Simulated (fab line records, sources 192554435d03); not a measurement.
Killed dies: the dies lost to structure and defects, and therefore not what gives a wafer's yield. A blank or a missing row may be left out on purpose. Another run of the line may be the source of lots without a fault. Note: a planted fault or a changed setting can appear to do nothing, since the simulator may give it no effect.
Split-lot trial + flow n5 finfet + 21 wafers read from 7 lots, route of 1938 steps

THE SPLIT
At N5_BEOL_M8_ETCH_61 (etches SiARC in CF4, target depth 45.5 nm, time 75.8 s), the setting bias w was moved away from the recipe's 36 W on 6 of the 21 wafers read, by -14.6% to +8.9%. All remaining wafers had this setting at the recipe value.

The split's own step is where the reading is taken.

THE READING
rf vpp V, in V, at N5_BEOL_M8_ETCH_61 (etches SiARC in CF4, target depth 45.5 nm, time 75.8 s). Fault-free wafers of this fab line usually give 183.9 V, standard deviation 0.89 V.

| wafer  | tool, chamber at the split | bias w as run, W | against the recipe | rf vpp V, V | against lot-mates on the recipe |
|--------|----------------------------|------------------|--------------------|-------------|---------------------------------|
| L076.1 | rie diel-05, 3             | 36               | recipe             | 183.7       | -                               |
| L076.4 | rie diel-05, 2             | 33.38            | -7.3%              | 174.3       | -9.4                            |
| L076.6 | rie diel-05, 0             | 33.38            | -7.3%              | 174.2       | -9.5                            |
| L074.3 | rie diel-05, 3             | 36               | recipe             | 183.6       | -                               |
| L074.4 | rie diel-05, 3             | 36               | recipe             | 184.4       | -                               |
| L074.5 | rie diel-05, 0             | 36               | recipe             | 183.9       | -                               |
| L082.1 | rie diel-05, 0             | 36               | recipe             | 184.4       | -                               |
| L082.3 | rie diel-05, 1             | 36               | recipe             | 184.5       | -                               |
| L082.6 | rie diel-05, 3             | 39.22            | +8.9%              | 193.6       | +9.2                            |
| L088.2 | rie diel-06, 3             | 37.96            | +5.4%              | 192.1       | +8.3                            |
| L088.4 | rie diel-06, 2             | 36               | recipe             | 183.6       | -                               |
| L088.6 | rie diel-06, 3             | 36               | recipe             | 183.9       | -                               |
| L089.1 | rie diel-06, 0             | 36               | recipe             | 184.3       | -                               |
| L089.2 | rie diel-06, 3             | 36               | recipe             | 183.6       | -                               |
| L089.6 | rie diel-06, 1             | 36               | recipe             | 183.9       | -                               |
| L091.2 | rie diel-03, 2             | 36               | recipe             | 185.0       | -                               |
| L091.4 | rie diel-03, 0             | 36               | recipe             | 183.3       | -                               |
| L091.6 | rie diel-03, 1             | 36               | recipe             | 184.4       | -                               |
| L094.1 | rie diel-06, 0             | 30.75            | -14.6%             | 167.5       | -15.9                           |
| L094.2 | rie diel-06, 1             | 36               | recipe             | 183.4       | -                               |
| L094.6 | rie diel-06, 1             | 30.75            | -14.6%             | 166.7       | -16.7                           |

FIT RESULTS
A straight line over all 21 wafers: rf vpp V changes by +1.19 V for each +1% of bias w; r = +0.99; the points scatter about the line by 0.73 V.
The same after taking each lot's own level away (the mean of its wafers on the recipe; 21 wafers): +1.15 V for each +1%; r = +0.99; scatter 0.76 V.
That fit puts the effect of the largest move of bias w on the reading at 17 V.
From 183.40 to 184.45 V: that is the span of the lots' own levels, equal to 1.2 times the standard deviation above.
Hence the lot-to-lot level has little effect on the slope; both slopes agree.
Check: for one of the wafers moved furthest among these (-14.6%), held out of the fit, the line's prediction against its lot-mates is -17.3 V. Against them it came out at -15.9 V.
Tool readings at the split's step, against how far the setting was moved: rf vpp V r = +0.99.

OTHER SPLITS ON THESE WAFERS
Note: prior to the reading, these wafers also went through further splits. Each is held against what the fit with the lots' levels taken away leaves over:
| other split on the same wafers    | wafers away from the commonest value | r with rf vpp V (lot level and that fit taken away) |
|-----------------------------------|--------------------------------------|-----------------------------------------------------|
| N5_BEOL_M4_ETCH_64 bias w         | 6                                    | +0.06                                               |
| N5_BEOL_M4_COAT_22 spin rpm       | 10                                   | -0.02                                               |
| N5_BEOL_M5_HM_DEP_02 target thk a | 3                                    | +0.22                                               |
| N5_BEOL_M5_COAT_05 spin rpm       | 9                                    | +0.02                                               |
| N5_BEOL_M6_ETCH_62 time s         | 6                                    | -0.31                                               |
| N5_BEOL_M6_COAT_71 spin rpm       | 6                                    | -0.39                                               |
| N5_BEOL_M6_DEP_56 time s          | 7                                    | -0.08                                               |

THE FILE'S OWN FIT
rf vpp V changes by +1.16 V for each +1% of bias w, r = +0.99.
